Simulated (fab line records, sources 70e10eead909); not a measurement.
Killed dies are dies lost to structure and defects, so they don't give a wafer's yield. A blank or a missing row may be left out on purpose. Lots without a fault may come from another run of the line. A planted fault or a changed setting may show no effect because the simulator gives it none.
Which tool did it? | flow nand_harc | 12 lots, 36 wafers sampled, at 5 steps of a route of 1159

WHAT THE GAUGES READ, wafer by wafer
NHARC_THIN_TSV_CD_MEAS_12: target cd 1000 nm. Usual: cd_nm 1000.8 nm, standard deviation 2.1.
lot  | measured     | on        | cd_nm (nm)           | flag
L938 | day 19 21:37 | cd_sem-01 | 1003.4 1000.1 999.2  |
L937 | day 19 00:26 | cd_sem-02 | 1000.6 997.3 1000.4  |
L940 | day 19 00:28 | cd_sem-01 | 1001.2 1000.3 1003.5 |
L941 | day 19 00:14 | cd_sem-03 | 998.8 1000.3 1000.9  |
L944 | day 20 22:03 | cd_sem-03 | 1002.3 998.6 998.3   |
L949 | day 22 11:14 | cd_sem-01 | 1001.2 1002.7 999.2  |
L950 | day 21 20:40 | cd_sem-02 | 1003.3 1001.3 1000.4 |
L948 | day 21 19:32 | cd_sem-02 | 1003.0 1000.2 999.8  |
L952 | day 22 22:10 | cd_sem-01 | 1002.2 1001.9 997.6  |
L956 | day 23 06:08 | cd_sem-02 | 1002.7 999.4 1000.7  |
L959 | day 24 06:59 | cd_sem-01 | 1001.4 1003.5 1000.0 |
L960 | day 24 08:12 | cd_sem-03 | 1003.8 1002.2 1000.2 |

NHARC_END_SORT_01. Usual: defect_limited_yield 95.1 %, standard deviation 1.6; killed_at_array 29, standard deviation 11; killed_at_other 0.6, standard deviation 1; killed_at_periphery 3.1, standard deviation 2.1; killed_dies 33, standard deviation 11; killed_open 3.1, standard deviation 1.9; killed_short 1.9, standard deviation 1.5; sort_bin_2_pct 1.5 %, standard deviation 0.66; sort_bin_3_pct 0.29 %, standard deviation 0.23; sort_bin_4_pct 3.1 %, standard deviation 0.98; sort_n_pass 644, standard deviation 11; sort_rim_yield_pct 96.9 %, standard deviation 2.3; sort_yield_pct 95.1 %, standard deviation 1.6.
lot  | measured     | on        | defect_limited_yield (%) | killed_at_array | killed_at_other | killed_at_periphery | killed_dies | killed_open | killed_short | sort_bin_2_pct (%) | sort_bin_3_pct (%) | sort_bin_4_pct (%) | sort_n_pass | sort_rim_yield_pct (%) | sort_yield_pct (%) | flag
L937 | day 20 01:26 | prober-02 | 94.5 94.4 93.9           | 33 34 39        | 0 0 0           | 4 4 2               | 37 38 41    | 3 4 2       | 3 1 3        | 2.1 2.5 1.6        | 0.30 0.30 0.15     | 3.1 2.8 4.3        | 640 639 636 | 97.2 96.2 95.3         | 94.5 94.4 93.9     |
L949 | day 23 02:41 | prober-01 | 82.7 87.1 88.0           | 24 26 26        | 0 0 0           | 93 61 55            | 117 87 81   | 3 0 1       | 1 3 1        | 7.5 4.6 3.5        | 3.69 3.69 3.25     | 6.1 4.6 5.2        | 560 590 596 | 94.3 85.8 88.7         | 82.7 87.1 88.0     | OFF
L950 | day 22 19:25 | prober-02 | 86.9 82.7 82.1           | 28 26 27        | 1 2 2           | 60 89 92            | 89 117 121  | 2 1 2       | 3 2 0        | 6.1 6.6 6.8        | 3.25 4.14 3.84     | 3.8 6.5 7.2        | 588 560 556 | 85.8 95.3 94.3         | 86.9 82.7 82.1     | OFF
L948 | day 22 13:10 | prober-02 | 84.2 82.6 85.5           | 29 24 34        | 0 0 0           | 78 94 64            | 107 118 98  | 4 4 3       | 5 2 0        | 6.8 6.2 6.2        | 3.25 5.02 2.81     | 5.8 6.2 5.5        | 570 559 579 | 99.1 94.3 82.1         | 84.2 82.6 85.5     | OFF
L952 | day 23 18:10 | prober-01 | 95.7 95.0 94.5           | 28 34 32        | 0 0 1           | 1 0 4               | 29 34 37    | 1 0 2       | 2 3 7        | 0.7 1.6 1.8        | 0.74 0 0.59        | 2.8 3.4 3.1        | 648 643 640 | 100.0 98.1 100.0       | 95.7 95.0 94.5     |
L956 | day 23 21:01 | prober-02 | 94.4 95.9 97.0           | 33 27 16        | 0 0 0           | 5 1 4               | 38 28 20    | 8 3 2       | 2 0 1        | 1.3 1.6 0.7        | 0.15 0.15 0.30     | 4.1 2.4 1.9        | 639 649 657 | 97.2 100.0 97.2        | 94.4 95.9 97.0     |
L959 | day 24 20:57 | prober-02 | 91.9 94.1 95.0           | 50 36 33        | 0 2 1           | 5 2 0               | 55 40 34    | 5 5 3       | 2 3 1        | 2.8 1.6 1.9        | 0.74 0.44 0.74     | 4.6 3.8 2.4        | 622 637 643 | 89.6 98.1 98.1         | 91.9 94.1 95.0     |

WHICH TOOL RAN EACH LOT (tool, then ch and the chambers of the sampled wafers, then the start)
lot  | NHARC_P_BONDPAD_ETCH_12            | NHARC_THIN_TSV_PVD_51                   | NHARC_THIN_TSV_CMP_21
L938 | rie_diel-02 ch 0,1,3, day 6 20:32  | pvd_sputter-01, day 20 07:46 or earlier | cmp-04 ch 0,1,3, day 20 07:46
L937 | rie_diel-04 ch 1,2,3, day 6 20:44  | pvd_sputter-01, day 19 05:12 or earlier | cmp-01 ch 0,2,3, day 19 05:12
L940 | rie_diel-04 ch 0,1,2, day 7 06:08  | pvd_sputter-02, day 19 05:26 or earlier | cmp-01 ch 0,2,3, day 19 05:26
L941 | rie_diel-11 ch 0,1, day 7 06:39    | pvd_sputter-02, day 19 04:35 or earlier | cmp-02 ch 1,3, day 19 04:35
L944 | rie_diel-04 ch 0,2,3, day 8 07:01  | pvd_sputter-03, day 21 04:14 or earlier | cmp-04 ch 0,1,3, day 21 04:14
L949 | rie_diel-04 ch 0,2,3, day 9 13:44  | pvd_sputter-03, day 22 15:55 or earlier | cmp-04 ch 0,2,3, day 22 15:55
L950 | rie_diel-04 ch 2,3, day 9 14:39    | pvd_sputter-03, day 22 01:08 or earlier | cmp-02 ch 1,2, day 22 01:08
L948 | rie_diel-04 ch 1,2, day 9 16:52    | pvd_sputter-01, day 22 00:25 or earlier | cmp-01 ch 1,2,3, day 22 00:25
L952 | rie_diel-11 ch 0,1,3, day 10 11:56 | pvd_sputter-02, day 23 02:37 or earlier | cmp-04 ch 0,1,3, day 23 02:37
L956 | rie_diel-11 ch 0,1, day 11 01:46   | pvd_sputter-03, day 23 10:31 or earlier | cmp-04 ch 1,3, day 23 10:31
L959 | rie_diel-02 ch 0,3, day 11 20:41   | pvd_sputter-03, day 24 11:22 or earlier | cmp-01 ch 0,1,3, day 24 11:22
L960 | rie_diel-11 ch 0,1,3, day 11 23:50 | pvd_sputter-01, day 24 13:17 or earlier | cmp-02 ch 0,1,2, day 24 13:17
- NHARC_P_BONDPAD_ETCH_12: etches the open film in CHF3/O2, target depth 200 nm, time 100 s.
- NHARC_THIN_TSV_PVD_51: deposits Cu, target thk 100 nm.
- NHARC_THIN_TSV_CMP_21: polishes, t overpolish 30 s, target thk 2000 nm.

WHAT THE TOOLS THEMSELVES READ (means of the sampled wafers that have a number; where no wafer has one, the mark that the record gives instead)
NHARC_P_BONDPAD_ETCH_12. Usual: drypump_motor_current_A 5.8 A, standard deviation 0.34; o2_flow_sccm 10.004 sccm, standard deviation 0.029; oes_product_au 0.935 a.u., standard deviation 0.024; rf_vpp_V 370.3 V, standard deviation 2.5; showerhead_plenum_p_Torr 2.39 Torr, standard deviation 0.1; throttle_valve_pct 20.573 %, standard deviation 0.0079.
lot  | tool        | drypump_motor_current_A (A) | o2_flow_sccm (sccm) | oes_product_au (a.u.) | rf_vpp_V (V) | showerhead_plenum_p_Torr (Torr) | throttle_valve_pct (%) | flag
L938 | rie_diel-02 | 5.8                         | 10.013              | 0.916                 | 371.3        | 2.44                            | 20.573                 |
L937 | rie_diel-04 | 5.7                         | 9.996               | 0.959                 | 370.2        | 2.36                            | 20.572                 |
L940 | rie_diel-04 | 5.7                         | 10.020              | 0.969                 | 370.8        | 2.42                            | 20.571                 |
L941 | rie_diel-11 | 5.8                         | 9.994               | 0.928                 | 371.1        | 2.43                            | 20.562                 |
L944 | rie_diel-04 | 5.7                         | 10.037              | 0.917                 | 371.8        | 2.42                            | 20.581                 |
L949 | rie_diel-04 | 5.7                         | 10.007              | 0.974                 | 371.1        | 2.42                            | 20.576                 |
L950 | rie_diel-04 | 5.7                         | 9.981               | 0.925                 | 369.4        | 2.36                            | 20.577                 |
L948 | rie_diel-04 | 5.7                         | 9.961               | 0.947                 | 369.7        | 2.35                            | 20.569                 |
L952 | rie_diel-11 | 5.9                         | 10.001              | 0.940                 | 370.3        | 2.38                            | 20.568                 |
L956 | rie_diel-11 | 5.8                         | 10.005              | 0.968                 | 370.3        | 2.42                            | 20.578                 |
L959 | rie_diel-02 | 5.8                         | 10.000              | 0.935                 | 373.3        | 2.51                            | 20.573                 |
L960 | rie_diel-11 | 5.9                         | 9.969               | 0.931                 | 369.9        | 2.37                            | 20.574                 |

NHARC_THIN_TSV_PVD_51. Usual: throttle_valve_pct 29.9 %, standard deviation 1.
lot  | tool           | throttle_valve_pct (%) | flag
L938 | pvd_sputter-01 | 30.6                   |
L937 | pvd_sputter-01 | 30.5                   |
L940 | pvd_sputter-02 | 30.2                   |
L941 | pvd_sputter-02 | 30.5                   |
L944 | pvd_sputter-03 | 28.9                   |
L949 | pvd_sputter-03 | 29.6                   |
L950 | pvd_sputter-03 | 29.6                   |
L948 | pvd_sputter-01 | 30.5                   |
L952 | pvd_sputter-02 | 30.6                   |
L956 | pvd_sputter-03 | 29.6                   |
L959 | pvd_sputter-03 | 29.2                   |
L960 | pvd_sputter-01 | 30.8                   |

NHARC_THIN_TSV_CMP_21. Usual: edge_zone_pressure_frac 1.000, standard deviation 0.0042; motor_current_A 12.1 A, standard deviation 1; overpolish_run_s 30.000 s, standard deviation 0.0093.
lot  | tool   | edge_zone_pressure_frac | motor_current_A (A) | overpolish_run_s (s) | flag
L938 | cmp-04 | 0.999                   | 13.0                | 30.002               |
L937 | cmp-01 | 0.999                   | 12.3                | 30.001               |
L940 | cmp-01 | 1.001                   | 12.4                | 30.003               |
L941 | cmp-02 | 1.001                   | 12.9                | 30.002               |
L944 | cmp-04 | 0.999                   | 12.9                | 30.006               |
L949 | cmp-04 | 1.000                   | 11.5                | 30.000               |
L950 | cmp-02 | 1.000                   | 12.3                | 30.004               |
L948 | cmp-01 | 0.997                   | 12.1                | 30.007               |
L952 | cmp-04 | 0.997                   | 12.7                | 29.985               |
L956 | cmp-04 | 0.998                   | 13.0                | 29.994               |
L959 | cmp-01 | 0.998                   | 11.7                | 30.006               |
L960 | cmp-02 | 1.000                   | 12.3                | 30.010               |

THE ANSWER, worked out from the rows above alone
Rule: a lot is off if the mean of its wafers that have a number lies more than 3 standard deviations from the usual mean. A lot without any number at a reading at which 4 lots or more have one is off too. The other lots that the step has rows for count as sound. The gauges are gone through in route order, then the tools' own readings, and for those a lot's mean is taken as printed above. The first step at which some lot is off is used, and at that step the reading that is off furthest; a lot without a number counts as furthest.
Off: L949, L950, L948, at NHARC_END_SORT_01 (killed_at_periphery). Neither off nor sound, because the step has no rows for them: L938, L940, L941, L944, L960.
A tool fits if, at a process step before that reading, it ran every lot that is off, and no sound lot after the first of them. The gauges at NHARC_END_SORT_01 are tried like those tools. NHARC_THIN_TSV_PVD_51 gives no start for some lots, so the hours and the order of its lots are those of NHARC_THIN_TSV_CMP_21. One fits: rie_diel-04 at NHARC_P_BONDPAD_ETCH_12. Its last sound lot is L937 (day 6 20:44), its first lot that is off L949 (day 9 13:44): a fault that began between those two fits.
The tool's own readings at NHARC_P_BONDPAD_ETCH_12 bear it out: on the lots that are off they differ by more than 5 times the standard deviation of the sound lots' means. o2_flow_sccm reads 9.983 sccm there against 10.001 sccm on the sound lots.

WHAT THE SIMULATOR HAD PUT IN
Chamber particle source: rie_diel-04, from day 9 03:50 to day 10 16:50, at NHARC_P_BONDPAD_ETCH_12. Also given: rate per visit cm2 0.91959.
Lots struck among those shown: L948, L950, L949. The rule above found the same.
